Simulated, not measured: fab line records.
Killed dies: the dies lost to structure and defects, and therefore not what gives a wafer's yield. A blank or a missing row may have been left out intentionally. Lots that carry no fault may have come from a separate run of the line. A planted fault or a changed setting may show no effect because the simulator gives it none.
Problem report, 8D (eight disciplines) form, completed by code + flow n5Finfet + the parts of the form that need people (team, actions taken, sign-off) are left out
Where a reading is given only as a bound, like >300, the bound stands for it, and a mean or a difference that rests on one is marked > or <: the true number lies beyond.

## 1. WHAT IS WRONG
At N5_BEOL_M0_SAQP_INSPECT_42, rawDefectCount averages 1272 over 6 wafers from 2 lots, while fault-free wafers read 292, standard deviation 74. Measured from the usual mean, that is +13 standard deviations.
The step: inspects for defects (brightfield).
First seen on wafer L633.2, day 7 10:59, on defectInspect-02. The record has a number at this step for 12 wafers belonging to 4 lots. The rule behind "out" and "out of limits": a value lying over 4 standard deviations away from the usual mean. All remaining wafers that have a number are taken as sound.

## 2. WHAT IT IS, AND WHAT IT ISN'T
| question                    | is                     | is not                                                             |
|-----------------------------|------------------------|--------------------------------------------------------------------|
| which readings at this step | rawDefectCount         | -                                                                  |
| which lots                  | L633, L634             | L629, L648                                                         |
| which wafers of those lots  | all that have a number | -                                                                  |
| read on which gauges        | defectInspect-02       | defectInspect-01                                                   |
| when                        | from day 7 10:59       | up to then (3 sound wafers); but 3 sound wafers of L648 came after |

## 3. THE SUSPECTS, EACH WITH WHAT RULES IT OUT
Counting: a tool stays on the suspect list if, at a process step up to the reading, it processed all lots that are out and no sound lot following the first of them.
- the gauge at N5_BEOL_M0_SAQP_INSPECT_42: ruled out. All the wafers that are out were read on defectInspect-02, but those of them that N5_PASSIVATION_PROBE_49 has rows for are out there too, on other tools.
- rieDiel-05 at N5_BEOL_M0_SAQP_ETCH_106 (etches SOC in N2/H2, stops on SiNx, target depth 150 nm): kept. Every lot that is out went through it, starting with L633 (day 7 09:28), and after that it ran no sound lot; the last sound lot it ran before then is L629 (day 6 11:42).
The count leaves rieDiel-05 at N5_BEOL_M0_SAQP_ETCH_106.

## 4. THE CAUSE (what the simulator had put in)
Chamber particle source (rieDiel-05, N5_BEOL_M0_SAQP_ETCH_106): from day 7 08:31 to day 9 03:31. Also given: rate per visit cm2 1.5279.
Counting left only this tool.

## 5. THE EFFECT CHAIN, in route order
One row per reading whose mean, taken over the struck wafers that have a number, lies over 3 standard deviations from the usual. Only readings whose record carries a usual standard deviation are examined. hours: median over the lots of the time between each lot's start at the first step of this table that gives one and its start at this step. sigmas: the change, counted in usual standard deviations.
| hours | step                       | reading             | usual  | on struck wafers | change | sigmas      |
|-------|----------------------------|---------------------|--------|------------------|--------|-------------|
| 0     | N5_BEOL_M0_SAQP_INSPECT_42 | rawDefectCount      | 292    | 1272             | +980   | +13         |
| 1     | N5_BEOL_M0_CUTY_INSPECT_59 | rawDefectCount      | 1.8    | >300             | >+298  | +99 or more |
| 180   | N5_PASSIVATION_PROBE_49    | defectLimitedYield  | 91.0 % | 81.8             | -9.2   | -5.7        |
| 180   | N5_PASSIVATION_PROBE_49    | killed_at_M0_to_M3  | 35     | 155              | +120   | +11         |
| 180   | N5_PASSIVATION_PROBE_49    | killedDies          | 107    | 214              | +108   | +5.7        |
| 180   | N5_PASSIVATION_PROBE_49    | sort_bin_5_function | 5.3 %  | 10.8             | +5.5   | +5.5        |
| 180   | N5_PASSIVATION_PROBE_49    | sortNPass           | 1073   | 966              | -108   | -5.7        |
| 180   | N5_PASSIVATION_PROBE_49    | sortYieldPct        | 91.0 % | 81.8             | -9.2   | -5.7        |
Process steps it contains:
- N5_PASSIVATION_PROBE_49
At these later measuring or inspecting steps, every struck wafer for which the step has a row has a number for every such reading, and none has moved that far: N5_BEOL_M4_RC_MEAS_101.

## 6. WHAT WOULD HAVE CAUGHT IT SOONER
2 hours passed between the start of the fault at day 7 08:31 and the first reading out of limits at a measuring or inspecting step in this record, taken at day 7 10:59.
Tool readings at N5_BEOL_M0_SAQP_ETCH_106 with a usual standard deviation given in the record: none out on any struck wafer, hence no alarm at a limit of 4 standard deviations on them.
Among the 2 lots that are out, L634 began N5_BEOL_M0_SAQP_ETCH_106 on rieDiel-05 after day 7 10:59. Had the tool been put on hold then, it would have been spared.
